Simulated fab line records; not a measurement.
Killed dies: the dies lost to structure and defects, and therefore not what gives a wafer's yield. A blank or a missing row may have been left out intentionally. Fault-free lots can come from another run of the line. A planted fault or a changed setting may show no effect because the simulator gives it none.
Which of the tools did it?    flow nand-harc    18 wafers from 6 lots sampled at 5 of the route's 1159 steps

WHAT EACH GAUGE READ, for each wafer
NHARC_END_SORT_01.
lot   measured      on         sort_bin_3_pct (%)
L730  day 21 14:31  prober-01  0 0.15 6.06
L740  day 23 08:01  prober-01  0.15 0.15 0.30
L738  day 24 02:49  prober-01  0.74 0.44 0.30

EACH LOT AND THE TOOL THAT RAN IT (in order: tool; ch and the chambers of the sampled wafers; start)
lot   NHARC_A_M0_PVD_21             NHARC_THIN_TSV_DEP_47            NHARC_THIN_TSV_PRE_CLEAN_50              NHARC_THIN_TSV_ETCH_36
L723  pvd-sputter-03, day 18 09:52  pecvd-01 ch 0,1, day 19 15:32    pvd-sputter-03, day 19 20:47 or earlier  rie-metal-01 ch 0,1, day 19 20:47
L724  pvd-sputter-01, day 18 15:51  pecvd-03 ch 0,2, day 19 17:17    pvd-sputter-03, day 19 23:02 or earlier  rie-metal-02 ch 0,1, day 19 23:02
L730  pvd-sputter-03, day 19 22:14  pecvd-01 ch 0,1,2, day 21 01:17  pvd-sputter-03, day 21 06:04 or earlier  rie-metal-03 ch 0,1, day 21 06:04
L740  pvd-sputter-01, day 21 19:09  pecvd-01 ch 0,1,2, day 22 17:49  pvd-sputter-02, day 22 22:37 or earlier  rie-metal-02 ch 0,1, day 22 22:37
L738  pvd-sputter-02, day 22 06:35  pecvd-02 ch 0,1, day 23 04:18    pvd-sputter-03, day 23 09:02 or earlier  rie-metal-01 ch 0,1, day 23 09:02
L742  pvd-sputter-02, day 22 18:34  pecvd-02 ch 0,1,2, day 23 20:33  pvd-sputter-02, day 24 01:21 or earlier  rie-metal-03 ch 0,1, day 24 01:21
- NHARC_A_M0_PVD_21: deposits Cu, target thk 30 nm, time 20.49 s.
- NHARC_THIN_TSV_DEP_47: deposits SiO2, target thk 200 nm.
- NHARC_THIN_TSV_PRE_CLEAN_50: time 30 s.
- NHARC_THIN_TSV_ETCH_36: etches the open film in Cl2/BCl3, target depth 65 nm, time 18.571 s.

THE ANSWER, worked out from the rows above alone
Rule: the lots themselves supply what counts as usual. The widest of any qualifying gaps counts: lots, ordered by their means at a reading, are off when they make up no more than a third of the lots, leave a main group of 4 or more, and stand apart from it by 3 or more times the standard deviation of that group's means. If all means in a main group match to the digits the tables above print for the reading, that group is not used. A lot without any number at a reading at which 4 lots or more have one is off too. All remaining lots with rows at the step are treated as sound.
None of the lots is off at any reading shown; this tells nothing.

WHAT THE SIMULATOR HAD INSERTED
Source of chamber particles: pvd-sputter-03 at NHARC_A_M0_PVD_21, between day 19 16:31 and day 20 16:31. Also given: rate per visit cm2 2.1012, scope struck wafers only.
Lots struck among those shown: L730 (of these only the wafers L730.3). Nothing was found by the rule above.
